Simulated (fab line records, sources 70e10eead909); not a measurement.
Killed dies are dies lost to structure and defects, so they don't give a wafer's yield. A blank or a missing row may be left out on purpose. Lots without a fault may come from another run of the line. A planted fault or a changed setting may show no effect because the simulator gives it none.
fab line records | flow nand_harc
record lots=11 wafers=33 last_day=23
route steps=1159 shown P_M1@317 P_M2@336 P_BONDPAD@353 END@1159
lots that met no fault: from a run of the same line without faults
start_h: hours from the record's first day to the start of the lot's first wafer shown | wait_h: hours since the lot's step before | " the same as in the row above | L1.1+2: a row that stands for several wafers | - no value, or no start given | * or withheld: withheld | < > ~ a bound
route shown NAME@n: a module of which the file shows steps, and the number in the route of the first | usual: mean/standard deviation of fault-free wafers | same: alike in all rows | chamber/n: place in a boat | sites: the reading at each site | _std_site: their standard deviation | _edge_site: outer sites' mean less inner sites' | radius_mm: how far each site lies from the wafer's centre | mask NAME#n: copy n | behind: the tool/chamber that last shaped the wafer | hold: why the lot was held/for how many hours/how that ended | device: the transistor (n, p or np) that didn't switch | end of line: the same wafers' tests at the end of the route | a step without rows: its recipe alone | killed: dies lost to structure and defects at the first sort, not the wafer's yield | map: a wafer's dies, x killed, . not, _ none there
set.NAME: the setting as run; set.NAME@STEP: as run at that earlier step | model.NAME: the simulator's own value behind a step, which no gauge read
steps of the route over a sample of lots; a table a step, a row a wafer
services: from which hour (start_h, from the record's first day; less than 0 if before it) a tool's chamber was out of use, for how many hours, and why
## steps
# step NHARC_P_M1_DEP_33
# recipe target_thk_a=300 temp_c=370 target_thk_nm=30 pressure_torr=3 flow_sccm=200 rf_w=450 material=SiCN
# usual heater_power_w=603/64 susceptor_temp_C=369.98/0.22
# columns lot.wafer tool chamber start_h wait_h heater_power_w since_wet_clean_h susceptor_temp_C
L279.2 pecvd-02 0 136.97 0.1 576 152 369.78
L279.3 " 1 " " 488 152 370.18
L279.4 " 0 " " 562 - 370.04
L281.3 pecvd-02 2 139.03 0.1 669 154 370.10
L281.2 " 0 " " 542 154 369.98
L281.6 " 0 " " 545 - 369.86
L282.3 pecvd-02 0 148.96 0.1 498 164 370.44
L282.1 " 2 " " 684 164 369.80
L282.5 " 0 " " 522 - 370.25
L283.1 pecvd-03 2 161.54 0.1 684 37 369.94
L283.6 " 1 " " 675 - 369.79
L283.5 " 2 " " 684 - 370.02
L284.6 pecvd-03 1 166.64 0.2 664 - 370.03
L284.5 " 2 " " 596 - 369.99
L284.4 " 0 " " 601 - 370.03
L286.1 pecvd-02 0 171.35 0.1 576 5 370.07
L286.4 " 0 " " 579 - 369.86
L286.5 " 1 " " 505 - 369.86
L287.1 pecvd-02 1 180.40 0.1 535 14 370.00
L287.2 " 2 " " 639 14 369.79
L287.6 " 1 " " 516 - 369.85
L291.6 pecvd-03 1 202.93 0.2 572 - 369.70
L291.5 " 2 " " 609 - 369.85
L291.4 " 0 " " 594 - 370.03
L289.3 pecvd-02 0 203.13 0.1 574 37 369.89
L289.2 " 1 " " 555 37 369.86
L289.6 " 2 " " 699 - 370.08
L298.6 pecvd-02 2 236.17 0.2 709 - 370.01
L298.4 " 0 " " 479 - 369.98
L298.5 " 1 " " 555 - 369.51
L297.1 pecvd-03 1 237.74 0.1 635 114 369.52
L297.3 " 2 " " 658 114 369.84
L297.4 " 2 " " 671 - 369.77
# step NHARC_P_M2_ETCH_28
# recipe target_depth_a=300 over_etch_frac=0.3 time_s=72.99 ion_energy_ev=150 cf4_flow_sccm=50 n2_flow_sccm=100 ar_flow_sccm=150 rf_w=300 bias_w=100 chemistry=CF4/N2
# usual drypump_motor_current_A=5.7/0.47 oes_product_au=0.994/0.011 rf_vpp_V=314.9/2 showerhead_plenum_p_Torr=2.67/0.1 throttle_valve_pct=19.792/0.0095
# same over_etch_frac=0.3
# columns lot.wafer tool chamber start_h wait_h drypump_motor_current_A oes_product_au rf_hours_counter_h rf_vpp_V showerhead_plenum_p_Torr throttle_valve_pct
L279.4 rie_diel-03 1 - - 5.1 0.995 3 316.3 2.75 19.792
L279.3 " 3 " " 5.8 1.029 3 317.3 2.79 19.803
L279.2 " 0 " " 5.9 1.004 3 311.6 2.51 19.798
L281.2 rie_diel-11 3 - - 6.3 1.016 23 313.7 2.58 19.790
L281.3 " 1 " " 6.6 1.003 22 314.5 2.66 19.792
L281.6 " 3 " " 6.3 1.007 - 313.1 2.58 19.794
L282.1 rie_diel-11 1 - - 6.6 0.986 23 314.6 2.66 19.795
L282.3 " 2 " " 4.8 0.971 22 313.7 2.56 19.793
L282.5 " 0 " " 6.0 1.001 - 317.8 2.79 19.784
L283.1 rie_diel-03 0 - - 5.9 0.993 4 311.6 2.51 19.810
L283.5 " 0 " " 5.8 0.996 - 311.7 2.51 19.792
L283.6 " 1 " " 5.1 0.997 - 316.9 2.75 19.792
L284.4 rie_diel-03 0 - - 5.9 0.980 4 312.6 2.51 19.805
L284.6 " 1 " " 5.1 1.001 - 315.5 2.75 19.778
L284.5 " 2 " " 5.7 0.985 - 314.5 2.69 19.782
L286.4 rie_diel-03 2 - - 5.7 0.984 5 314.3 2.69 19.784
L286.1 " 1 " " 5.1 0.998 5 317.5 2.75 19.792
L286.5 " 3 " " 5.8 1.010 - 316.2 2.79 19.806
L287.2 rie_diel-03 0 - - 5.9 0.983 5 312.6 2.51 19.788
L287.1 " 1 " " 5.1 0.992 5 316.8 2.75 19.783
L287.6 " 1 " " 5.1 1.000 - 318.4 2.75 19.796
L291.4 rie_diel-03 3 - - 5.8 1.017 6 316.9 2.79 19.784
L291.6 " 3 " " 5.8 1.009 - 316.2 2.79 19.787
L291.5 " 0 " " 5.9 0.997 - 310.7 2.51 19.780
L289.2 rie_diel-03 1 - - 5.1 1.000 6 316.6 2.75 19.803
L289.3 " 3 " " 5.8 1.016 6 317.2 2.79 19.794
L289.6 " 1 " " 5.1 0.993 - 315.5 2.75 19.781
L298.4 rie_diel-03 0 - - 5.8 0.985 1 311.7 2.51 19.794
L298.5 " 0 " " 5.8 0.983 - 312.9 2.51 19.798
L298.6 " 1 " " 5.1 1.003 - 317.4 2.75 19.793
L297.3 rie_diel-03 1 - - 5.1 1.000 1 315.9 2.75 19.797
L297.4 " 3 " " 5.9 0.977 1 316.9 2.79 19.784
L297.1 " 0 " " 5.9 0.985 1 313.6 2.51 19.780
# step NHARC_P_M2_ECD_22
# recipe target_thk_a=4000 bath_temp_c=25 material=Cu
# columns lot.wafer tool chamber start_h wait_h
L279.2+3+4 ecd_cu-01 0,1,0 140.29 -
L281.2+3+6 ecd_cu-02 1 142.04 -
L282.1+3+5 ecd_cu-02 0,1,0 151.68 -
L283.1+5+6 ecd_cu-02 1,0,1 164.42 -
L284.4+6+5 ecd_cu-01 1,0,1 169.47 -
L286.1+4+5 ecd_cu-02 1 174.13 -
L287.2+1+6 ecd_cu-01 1,0,1 183.18 -
L291.4+5+6 ecd_cu-01 0,1,0 205.84 -
L289.2+3+6 ecd_cu-02 1 206.14 -
L298.4+5+6 ecd_cu-01 1,1,0 239.00 -
L297.1+4+3 ecd_cu-01 1,0,1 240.58 -
# step NHARC_P_M2_CMP_23
# recipe t_overpolish_s=20 target_thk_nm=144.3
# usual motor_current_A=11.6/1.1 retaining_ring_pressure_frac=1.001/0.0051 time_to_endpoint_s=29.4/2.7
# columns lot.wafer tool chamber start_h wait_h motor_current_A retaining_ring_pressure_frac time_to_endpoint_s
L279.2 cmp-02 3 140.98 - 13.1 0.989 30.4
L279.3 " 0 " " 13.2 1.009 32.9
L279.4 " 1 " " 13.1 1.000 29.3
L281.3 cmp-04 0 142.77 - 10.2 1.004 28.5
L281.2 " 1 " " 13.0 1.001 24.1
L281.6 " 2 " " 11.0 1.006 30.2
L282.1 cmp-02 3 152.42 - 12.5 0.997 28.5
L282.3 " 1 " " 13.2 1.003 30.1
L282.5 " 2 " " 10.5 0.996 33.4
L283.1 cmp-03 0 165.17 - 11.9 1.008 31.6
L283.5 " 1 " " 10.5 0.982 33.0
L283.6 " 2 " " 10.6 1.006 29.9
L284.4 cmp-03 3 170.03 - 11.1 1.007 31.0
L284.6 " 3 " " 10.8 1.001 31.9
L284.5 " 0 " " 12.1 1.003 30.2
L286.4 cmp-04 0 174.91 - 11.0 1.002 28.3
L286.1 " 1 " " 12.6 1.000 24.6
L286.5 " 3 " " 12.5 1.009 31.0
L287.1 cmp-04 3 183.90 - 14.1 1.001 30.1
L287.2 " 0 " " 10.3 1.001 32.0
L287.6 " 0 " " 11.1 1.000 29.6
L291.4 cmp-03 3 206.55 - 11.2 0.998 23.2
L291.5 " 3 " " 10.6 0.998 24.9
L291.6 " 0 " " 12.5 1.000 25.5
L289.3 cmp-03 3 206.91 - 10.7 1.002 30.3
L289.2 " 1 " " 10.4 1.003 29.5
L289.6 " 3 " " 11.5 1.000 28.0
L298.4 cmp-04 3 239.71 - 12.8 1.008 29.0
L298.5 " 1 " " 12.8 0.994 24.8
L298.6 " 2 " " 10.9 0.996 46.7
L297.3 cmp-03 1 241.25 - 10.5 1.003 33.0
L297.1 " 2 " " 11.0 1.004 31.5
L297.4 " 0 " " 11.4 1.004 53.2
# step NHARC_P_BONDPAD_THK_MEAS_33
# recipe thk_meas_gauge=ellipsometry
# usual thk_nm=199.8/1.5
# columns lot.wafer tool chamber start_h wait_h thk_nm
L279.2 film_metro-01 - 142.81 0.2 199.1
L279.3 " - " " 199.7
L279.4 " - " " 200.6
L281.2 film_metro-02 - 144.55 0.2 200.9
L281.3 " - " " 200.3
L281.6 " - " " 200.3
L282.1 film_metro-01 - 154.29 0.2 199.7
L282.3 " - " " 198.1
L282.5 " - " " 196.7
L283.1 film_metro-02 - 166.76 0.2 199.7
L283.5 " - " " 199.3
L283.6 " - " " 198.3
L284.4 film_metro-02 - 171.73 0.2 196.4
L284.5 " - " " 198.7
L284.6 " - " " 197.7
L286.1 film_metro-02 - 176.54 0.2 198.5
L286.4 " - " " 198.4
L286.5 " - " " 201.1
L287.1 film_metro-01 - 185.59 0.2 199.4
L287.2 " - " " 197.0
L287.6 " - " " 199.1
L291.4 film_metro-02 - 208.93 0.2 201.6
L291.5 " - " " 201.9
L291.6 " - " " 202.6
L289.2 film_metro-02 - 209.20 0.2 200.5
L289.3 " - " " 199.5
L289.6 " - " " 200.3
L298.4 film_metro-02 - 241.32 0.2 201.3
L298.5 " - " " 198.8
L298.6 " - " " 199.8
L297.1 film_metro-01 - 242.97 0.2 199.7
L297.3 " - " " 196.7
L297.4 " - " " 199.3
# step NHARC_END_SORT_01
# recipe temp_c=25
# usual defect_limited_yield=95.5/1.4 killed_at_array=26/9.7 killed_at_other=1.0/1.2 killed_at_periphery=3.9/2.6 killed_dies=31/9.7 killed_open=3.2/1.8 killed_short=2.0/1.3 sort_bin_2_pct=1.4/0.6 sort_bin_3_pct=0.23/0.2 sort_bin_4_pct=2.9/0.97 sort_n_pass=646/9.7 sort_rim_yield_pct=95.7/2.6 sort_yield_pct=95.5/1.4
# same gross_dies=677 sort_bin_5_pct[%]=0 sort_bin_6_pct[%]=0 sort_bin_7_pct[%]=0 sort_bin_8_pct[%]=0 sort_rim_n_gross=106.00
# columns lot.wafer tool chamber start_h wait_h defect_limited_yield[%] killed_at_array killed_at_other killed_at_periphery killed_dies killed_open killed_short sort_bin_2_pct[%] sort_bin_3_pct[%] sort_bin_4_pct[%] sort_n_pass sort_rim_yield_pct[%] sort_yield_pct[%]
L287.1 prober-01 0 496.32 2.5 96.0 21 2 4 27 7 2 1.6 0 2.4 650 94.3 96.0
L287.2 prober-01 0 497.11 2.8 95.0 33 1 0 34 4 2 1.5 0 3.5 643 95.3 95.0
L287.6 prober-01 0 500.30 4.0 96.2 22 2 2 26 1 0 0.9 0 3.0 651 95.3 96.2
# killed by level:class
L287.1 A_SLIT:chamber_film_flake=6 A_CONTACT:chamber_film_flake=5 P_CONTACT:geometric_particle:open=2 A_CHANNEL_HOLE_D1:chamber_film_flake=2 A_STAIRCASE:chamber_film_flake=2 THIN_TSV:chamber_film_flake=2 P_GATE:geometric_particle:open=1 A_SOURCE_PLATE:geometric_particle:open=1
L287.2 A_SLIT:chamber_film_flake=18 A_CHANNEL_HOLE_D1:chamber_film_flake=3 A_CONTACT:chamber_film_flake=3 A_STAIRCASE:chamber_film_flake=2 A_ONON_D1:geometric_particle:open=1 A_CHANNEL_FILL_D1:geometric_particle:open=1 A_CHANNEL_FILL_D1:geometric_particle:short=1 A_WL_FILL:geometric_particle:open=1
L287.6 A_SLIT:chamber_film_flake=10 A_STAIRCASE:chamber_film_flake=4 A_WL_FILL:chamber_film_flake=4 A_CHANNEL_HOLE_D1:chamber_film_flake=2 THIN_TSV:chamber_film_flake=2 A_SOURCE_PLATE:geometric_particle:open=1 P_ZERO_WELL:chamber_film_flake=1 P_GATE:chamber_film_flake=1
## services
# columns tool chamber start_h hours kind
cmp-04 - 113.60 0.9 repair
rie_diel-11 2 116.83 9.9 repair
cmp-03 - 118.10 1.6 repair
cmp-02 - 119.69 4.3 repair
rie_diel-03 0 120.80 - clean
rie_diel-03 1 120.80 - clean
rie_diel-03 2 120.80 - clean
rie_diel-03 3 120.80 - clean
cmp-04 - 127.30 0.9 repair
cmp-02 - 128.50 4.0 pm
pecvd-03 1 140.82 4.3 repair
rie_diel-03 0 145.30 - clean
rie_diel-03 1 145.30 - clean
pecvd-02 - 153.07 13.0 pm
cmp-03 - 156.06 4.0 pm
rie_diel-11 - 156.69 1.7 repair
cmp-02 - 180.11 0.5 repair
ecd_cu-02 - 180.24 8.0 pm
rie_diel-11 - 189.64 9.0 pm
rie_diel-03 3 193.55 5.7 repair
cmp-04 - 203.21 4.0 pm
cmp-02 - 211.49 0.3 repair
rie_diel-03 - 215.30 9.0 pm
cmp-02 - 226.50 4.0 pm
## key
first_sign step=NHARC_P_M2_CMP_23 reading=time_to_endpoint_s direction=up sigmas=7.7 usual=* struck=*
effect none on later readings
met_at NHARC_P_M2_ECD_22
struck_lots L297,L298
struck_wafers L297.4,L298.6
not_acting_at NHARC_P_M1_DEP_33,NHARC_P_M2_ETCH_28,NHARC_P_BONDPAD_THK_MEAS_33
onset_between 205.84 239.00
fault kind=process_parameter_drift tool=ecd_cu-01 chamber=0 onset_h=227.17 steps=NHARC_P_M2_ECD_22 channel=target_thk_a offset=* shape=step end_h=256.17 acts_in=* stated=*
